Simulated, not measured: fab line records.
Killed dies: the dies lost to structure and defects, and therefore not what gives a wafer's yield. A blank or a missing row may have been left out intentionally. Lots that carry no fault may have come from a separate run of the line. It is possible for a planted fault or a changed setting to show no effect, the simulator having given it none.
fab line records | flow n5-finfet
record lots=5 | wafers=15 | last-day=16
route steps=1938 shown BEOL_M6@1256 BEOL_M7@1263 PASSIVATION@1936
lots with no fault: from the same line, run without faults
start-h: start of the lot's first displayed wafer, in hours after the record's first day | wait-h: hours elapsed since this lot's preceding step | " repeats the value in the row above | L1.1+2: one row covering several wafers at once | - no value, or no start given | * or withheld: withheld | < > ~ a bound
route shown NAME@n: a module of which the file shows steps, and the number in the route of the first | usual: mean/standard deviation taken from wafers without a fault | same: alike in all rows | chamber/n: place in a boat | sites: each site's reading | _std_site: standard deviation of those values | _edge_site: mean of outer sites minus mean of inner sites | radius-mm: how far each site lies from the wafer's centre | mask NAME#n: copy n | behind: the most recent tool/chamber to have shaped the wafer | hold: reason for holding the lot/hours on hold/outcome of the hold | device: transistor that didn't switch, given as n, p or np | end of line: at the end of the route, the tests of the same wafers | a step with no rows: only its recipe | killed: not the wafer's yield, but the dies lost to structure and defects at the first sort | map: per-die view of a wafer (x killed, . not killed, _ where there is no die)
set.NAME: setting as actually run; set.NAME@STEP: the setting as run at that earlier step | model.NAME: the simulator's own value behind a step, which no gauge read
lots at some steps of the route; a table a step, a row a wafer
services: a tool's chamber out of use, with start hour (start-h, from the record's first day; less than 0 if before it), hours out, and reason
## steps
# step N5_BEOL_M6_ANNEAL_51
# recipe temp-c=225 | time-s=90 | ambient=N2
# step N5_BEOL_M6_CMP_52
# recipe stop-on=SiCOH_lowk | t-overpolish-s=6.9 | down-force-psi=1 | platen-rpm=50 | clearing-platen-down-force-psi=1.5 | clearing-platen-rpm=50 | post-cmp-clean=cu-alkaline | target-thk-nm=80 | clearing-platen-pad-velocity-m-s=0.99484 | pad-velocity-m-s=0.99484
# step N5_BEOL_M6_PRE_CLEAN_55
# recipe gas=NH3 | time-s=15 | temp-c=withheld | rf-power-w=300
# step N5_BEOL_M6_DEP_56
# recipe material=SiCN | target-thk-a=100 | temp-c=withheld | precursor=3MS/NH3 | pressure-torr=3 | rf-w=202 | time-s=17.5
# step N5_BEOL_M7_ILD_DEP_00
# recipe material=SiCOH_lowk | target-thk-a=1797.5 | temp-c=300 | precursor=DEMS/porogen | pressure-torr=5 | rf-w=500 | time-s=33.4
# step N5_BEOL_M7_CURE_74
# recipe temp-c=385 | time-s=240 | ambient=He/Ar | material=SiCOH_lowk
# step N5_BEOL_M7_PECVD_70
# recipe material=SiO2 | target-thk-a=200 | temp-c=400 | precursor=TEOS/O2 | pressure-torr=5.5 | rf-w=450 | teos-flow-sccm=53.8 | gas=O2 | flow-sccm=3000 | time-s=22.7
# step N5_BEOL_M7_HM_DEP_02
# recipe material=TiN | target-thk-a=200 | temp-c=25 | chamber-pressure-pa=0.49996
# step N5_BEOL_M7_COAT_59
# recipe resist=SOC | temp-c=250 | time-s=60 | spin-rpm=1500 | resist-thk-nm=100
# usual spin-speed-rpm=1500.2/1
lot.wafer | tool           | chamber | start-h | wait-h | spin-speed-rpm | model.SOC_of_BEOL_M7_COAT_59.thk-nm
L910.2    | litho-track-01 | 0       | 228.24  | 0.1    | 1500.6         | 99.6
L910.4    | "              | 0       | "       | "      | 1500.3         | 99.8
L910.5    | "              | 0       | "       | "      | 1500.6         | 99.6
L918.1    | litho-track-01 | 0       | 254.59  | 0.1    | 1584.2         | 96.6
L918.2    | "              | 0       | "       | "      | 1584.4         | 96.6
L918.5    | "              | 0       | "       | "      | 1583.7         | 96.8
L919.2    | litho-track-01 | 0       | 266.92  | 0.1    | 1583.8         | 97
L919.4    | "              | 0       | "       | "      | 1583.5         | 97
L919.6    | "              | 0       | "       | "      | 1584.3         | 96.8
L920.2    | litho-track-02 | 0       | 276.04  | 0.1    | 1501.1         | 100
L920.4    | "              | 0       | "       | "      | 1500.6         | 99.8
L920.5    | "              | 0       | "       | "      | 1499.0         | 100.2
L923.2    | litho-track-01 | 0       | 296.79  | 0.1    | 1582.5         | 97.4
L923.3    | "              | 0       | "       | "      | 1583.9         | 97.4
L923.5    | "              | 0       | "       | "      | 1582.6         | 97.2
# step N5_BEOL_M7_COAT_60
# recipe resist=SiARC | temp-c=220 | time-s=60 | spin-rpm=1500 | resist-thk-nm=35
# step N5_BEOL_M7_COAT_05
# recipe resist=CAR-ArF | spin-rpm=1500 | resist-thk-nm=90
# step N5_BEOL_M7_EBR_07
# recipe solvent=PGMEA | ebr-width-mm=1.5
# step N5_BEOL_M7_SOFTBAKE_06
# recipe temp-c=110 | time-s=60 | resist=CAR-ArF
# step N5_BEOL_M7_EXPOSE_08
# recipe mask-id=M7 | na=1.35 | source-shape=dipole | sigma-inner=0.817 | sigma-outer=0.97 | polarization=te | dose-mj=68.25
# step N5_BEOL_M7_PEB_09
# recipe peb-temp-c=withheld | peb-time-s=60 | resist=CAR-ArF
# step N5_BEOL_M7_DEVELOP_10
# recipe develop-time-s=30 | developer=TMAH | resist=CAR-ArF | rinse-liquid=diw | dry=air-spin | dev-temp-c=23
# step N5_BEOL_M7_DESCUM_16
# recipe chemistry=O2 | time-s=7.9 | source-power-w=50 | bias-power-w=20 | pressure-mtorr=20 | rf-frequency-hz=2.712e+07 | temp-c=40 | resist=CAR-ArF | o2-flow-sccm=225
# step N5_BEOL_M7_ETCH_61
# recipe chemistry=CF4 | target=SiARC | target-depth-a=455 | mask-material=CAR-ArF | time-s=75.8 | ion-energy-ev=80 | pressure-mtorr=40 | source-w=545 | bias-w=36 | Ar_flow_sccm=100 | cf4-flow-sccm=100 | ends=cleared
# step N5_BEOL_M7_ETCH_62
# recipe chemistry=N2/H2 | target=SOC | target-depth-a=1100 | overetch-a=220 | mask-material=SiARC | temp-c=40 | time-s=165 | ion-energy-ev=200 | pressure-mtorr=30 | source-w=840 | bias-w=150 | n2-flow-sccm=200 | h2-flow-sccm=200
# usual drypump-motor-current-A=5.7/0.48 | oes-product-au=0.68/0.062 | rf-vpp-V=523.7/2.3 | showerhead-plenum-p-Torr=2.53/0.081 | throttle-valve-pct=17.70/0.3
lot.wafer | tool        | chamber | start-h | wait-h | drypump-motor-current-A | oes-product-au | rf-hours-counter-h | rf-vpp-V | showerhead-plenum-p-Torr | throttle-valve-pct | model.etch.depth-nm
L910.2    | rie-diel-01 | 1       | 228.66  | 0.0    | 5.4                     | 0.71           | 49                 | 522.4    | 2.48                     | 17.28              | 99.58
L910.4    | "           | 2       | "       | "      | 5.3                     | 0.75           | 36                 | 522.9    | 2.45                     | 17.30              | 99.75
L910.5    | "           | 2       | "       | "      | 5.3                     | 0.75           | -                  | 523.1    | 2.45                     | 17.31              | 99.57
L918.1    | rie-diel-05 | 0       | 255.01  | 0.0    | 5.1                     | 0.59           | 204                | 522.0    | 2.43                     | 17.91              | 96.64
L918.2    | "           | 1       | "       | "      | 6.0                     | 0.82           | 3                  | 527.1    | 2.59                     | 17.20              | 96.59
L918.5    | "           | 0       | "       | "      | 5.1                     | 0.59           | -                  | 520.6    | 2.43                     | 17.91              | 96.87
L919.2    | rie-diel-05 | 0       | 267.34  | 0.0    | 5.1                     | 0.59           | 208                | 521.1    | 2.43                     | 17.93              | 96.98
L919.4    | "           | 3       | "       | "      | 5.8                     | 0.58           | 223                | 527.0    | 2.62                     | 18.18              | 96.91
L919.6    | "           | 1       | "       | "      | 6.0                     | 0.81           | -                  | 525.2    | 2.59                     | 17.19              | 96.76
L920.2    | rie-diel-03 | 1       | 276.59  | 0.0    | 6.6                     | 0.64           | 187                | 525.0    | 2.51                     | 17.80              | 100
L920.4    | "           | 3       | "       | "      | 6.5                     | 0.72           | 59                 | 527.4    | 2.68                     | 17.64              | 99.76
L920.5    | "           | 1       | "       | "      | 6.6                     | 0.63           | -                  | 522.2    | 2.51                     | 17.81              | 100.1
L923.2    | rie-diel-01 | 1       | 297.41  | 0.0    | 5.4                     | 0.69           | 68                 | 521.4    | 2.47                     | 17.31              | 97.36
L923.3    | "           | 0       | "       | "      | 5.5                     | 0.69           | 61                 | 522.2    | 2.46                     | 17.61              | 97.37
L923.5    | "           | 0       | "       | "      | 5.5                     | 0.69           | -                  | 521.4    | 2.46                     | 17.60              | 97.18
# step N5_BEOL_M7_STRIP_68
# recipe chemistry=N2/H2 | temp-c=40 | n2-flow-sccm=200 | h2-flow-sccm=200 | rf-frequency-hz=6e+07
# step N5_BEOL_M7_STRIP_67
# recipe chemistry=CF4 | resist=SiARC | power-w=300 | bias-power-w=75 | pressure-mtorr=50 | cf4-flow-sccm=150 | rf-frequency-hz=6e+07
# step N5_BEOL_M7_HM_OPEN_17
# recipe chemistry=Cl2/BCl3 | target-depth-a=200 | overetch-a=60 | target=TiN | mask-material=SOC | ion-energy-ev=150 | pressure-mtorr=10 | icp-w=1000 | bias-w=126 | Cl2_flow_sccm=53.25 | bcl3-flow-sccm=21.75 | Ar_flow_sccm=25
# usual drypump-motor-current-A=5.7/0.36 | mfc-ar-sccm=25.00/0.082 | oes-product-au=0.69/0.1 | throttle-valve-pct=22.18/0.21
lot.wafer | tool         | chamber | start-h | wait-h | drypump-motor-current-A | mfc-ar-sccm | oes-product-au | rf-hours-counter-h | throttle-valve-pct | model.SOC_of_BEOL_M7_COAT_59.thk-nm
L910.2    | rie-metal-03 | 1       | 228.85  | 0.0    | 5.3                     | 25.04       | 0.53           | 127                | 22.39              | 91.8
L910.4    | "            | 1       | "       | "      | 5.3                     | 25.01       | 0.54           | -                  | 22.37              | 92
L910.5    | "            | 0       | "       | "      | 5.9                     | 24.95       | 0.66           | -                  | 22.29              | 91.8
L918.1    | rie-metal-01 | 1       | 255.20  | 0.0    | 5.0                     | 24.90       | 0.53           | 113                | 22.27              | 88.6
L918.2    | "            | 0       | "       | "      | 6.2                     | 24.94       | 0.79           | 6                  | 21.67              | 88.4
L918.5    | "            | 1       | "       | "      | 5.0                     | 24.86       | 0.54           | -                  | 22.25              | 88.8
L919.2    | rie-metal-03 | 1       | 267.53  | 0.0    | 5.3                     | 25.04       | 0.81           | 1                  | 22.24              | 89
L919.4    | "            | 1       | "       | "      | 5.3                     | 24.99       | 0.80           | -                  | 22.25              | 88.8
L919.6    | "            | 1       | "       | "      | 5.3                     | 25.06       | 0.80           | -                  | 22.25              | 88.8
L920.2    | rie-metal-03 | 0       | 276.78  | 0.0    | 5.9                     | 25.20       | 0.65           | 39                 | 22.30              | 92.2
L920.4    | "            | 0       | "       | "      | 5.9                     | 25.07       | 0.65           | -                  | 22.29              | 91.8
L920.5    | "            | 1       | "       | "      | 5.3                     | 25.01       | 0.79           | -                  | 22.24              | 92.2
L923.2    | rie-metal-02 | 0       | 297.60  | 0.0    | 5.8                     | 24.82       | 0.78           | 11                 | 22.16              | 89.6
L923.3    | "            | 0       | "       | "      | 5.8                     | 24.83       | 0.76           | -                  | 22.20              | 89.4
L923.5    | "            | 0       | "       | "      | 5.9                     | 24.86       | 0.76           | -                  | 22.15              | 89.4
# step N5_BEOL_M7_STRIP_19
# recipe chemistry=O2 | power-w=400 | temp-c=40 | pressure-mtorr=30 | rf-frequency-hz=6e+07 | bias-power-w=0 | overash-fraction=0.2 | o2-flow-sccm=225
# step N5_PASSIVATION_PROBE_49
# usual defect-limited-yield=91.5/1.4 | killed_at_M0_to_M3=32/11 | killed_at_M4_up=12/4.4 | killed-at-contacts=13/6.1 | killed-at-front-end=39/12 | killed-at-other=3.9/3 | killed-dies=100/17 | killed-open=66/12 | killed-short=33/7.4 | sort_bin_4_leakage=0.03/0.14 | sort_bin_5_function=5.0/0.95 | sort_bin_6_memory=3.2/0.66 | sort_bin_8_speed=0.0/0.33 | sort-n-pass=1079/17 | sort-yield-pct=91.4/1.5
# same gross-dies=1180 | killed-at-back-side=0
lot.wafer | tool      | chamber | start-h | wait-h | defect-limited-yield[%] | killed_at_M0_to_M3 | killed_at_M4_up | killed-at-contacts | killed-at-front-end | killed-at-other | killed-dies | killed-open | killed-short | sort_bin_4_leakage[%] | sort_bin_5_function[%] | sort_bin_6_memory[%] | sort_bin_8_speed[%] | sort-n-pass | sort-yield-pct[%]
L923.2    | prober-01 | -       | 374.32  | 0.1    | 89.5                    | 35                 | 14              | 20                 | 52                  | 3               | 124         | 88          | 35           | 0                     | 5.9                    | 4.2                  | 0                   | 1056        | 89.5
L923.3    | prober-01 | -       | 374.37  | 0.1    | 90.3                    | 39                 | 16              | 12                 | 45                  | 2               | 114         | 78          | 32           | 0                     | 5.5                    | 3.6                  | 0                   | 1066        | 90.3
L923.5    | prober-01 | -       | 374.47  | 0.2    | 90.3                    | 39                 | 16              | 11                 | 45                  | 3               | 114         | 76          | 36           | 0                     | 5.8                    | 3.5                  | 0                   | 1066        | 90.3
# killed by level:class
L923.2 MOL_CONTACT_COAG:geometric-particle:open=16 FIN_SAQP:geometric-particle:short=12 STI_FIN_REVEAL:geometric-particle:open=11 BEOL_M0_SAQP:geometric-particle:open=8 BEOL_M2:geometric-particle:open=8 FIN_SAQP:geometric-particle:open=7 BEOL_M4:geometric-particle:open=6 BEOL_M3:geometric-particle:open=6
L923.3 STI_FIN_REVEAL:geometric-particle:open=11 MOL_CONTACT_COAG:geometric-particle:open=9 BEOL_M0_SAQP:geometric-particle:open=8 GATE_CUT:geometric-particle:short=7 BEOL_M0:geometric-particle:open=7 BEOL_M1:geometric-particle:open=7 FIN_SAQP:geometric-particle:open=6 FIN_SAQP:geometric-particle:short=5
L923.5 STI_FIN_REVEAL:geometric-particle:open=24 BEOL_M1:geometric-particle:open=11 BEOL_M0:geometric-particle:short=6 BEOL_M0_SAQP:geometric-particle:short=5 DUMMY_GATE:geometric-particle:open=5 MOL_CONTACT_COAG:geometric-particle:open=5 MOL_CONTACT_COAG:geometric-particle:short=5 BEOL_M4:geometric-particle:open=5
## services
tool           | chamber | start-h | hours | kind
rie-diel-05    | 1       | 211.16  | -     | clean
rie-diel-05    | 1       | 211.16  | -     | consumable-replace:focus-ring
rie-diel-05    | 1       | 211.16  | 31.8  | scheduled-down
rie-diel-05    | 1       | 211.16  | 31.8  | vent-cycle
rie-diel-05    | 3       | 215.05  | 2.0   | repair
rie-metal-03   | -       | 225.39  | 1.4   | pm
rie-metal-03   | 1       | 231.34  | -     | clean
rie-metal-03   | 1       | 231.34  | 21.0  | scheduled-down
rie-metal-03   | 1       | 231.34  | 21.0  | vent-cycle
rie-metal-02   | 1       | 242.07  | -     | clean
rie-metal-02   | 1       | 242.07  | 20.0  | scheduled-down
rie-metal-02   | 1       | 242.07  | 20.0  | vent-cycle
rie-diel-03    | 3       | 256.81  | 3.9   | repair
rie-metal-03   | 0       | 277.46  | 1.2   | repair
rie-metal-02   | 0       | 281.18  | 8.2   | repair
rie-metal-01   | -       | 282.30  | 2.8   | pm
litho-track-01 | -       | 297.48  | -     | consumable-replace:filter
## key
first-sign step=N5_BEOL_M7_COAT_59 | reading=spin-speed-rpm | direction=up | sigmas=81 | usual=* | struck=*
effect none on later readings
model-effect step=N5_BEOL_M7_COAT_59 | value=SOC_of_BEOL_M7_COAT_59.thk-nm | without=99.6 | struck=96.98
model-effect step=N5_BEOL_M7_ETCH_62 | value=etch.depth-nm | without=99.62 | struck=96.96
model-effect step=N5_BEOL_M7_HM_OPEN_17 | value=SOC_of_BEOL_M7_COAT_59.thk-nm | without=91.64 | struck=88.98
met-at N5_BEOL_M7_COAT_59
struck-wafers L918.1,L918.2,L918.5,L919.2,L919.4,L919.6,L923.2,L923.3,L923.5
onset-between 228.24 254.59
fault kind=process-parameter-drift | tool=litho-track-01 | chamber=- | onset-h=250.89 | steps=N5_BEOL_M7_COAT_59 | channel=spin-rpm | offset=* | shape=step | end-h=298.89 | acts-in=* | stated=*
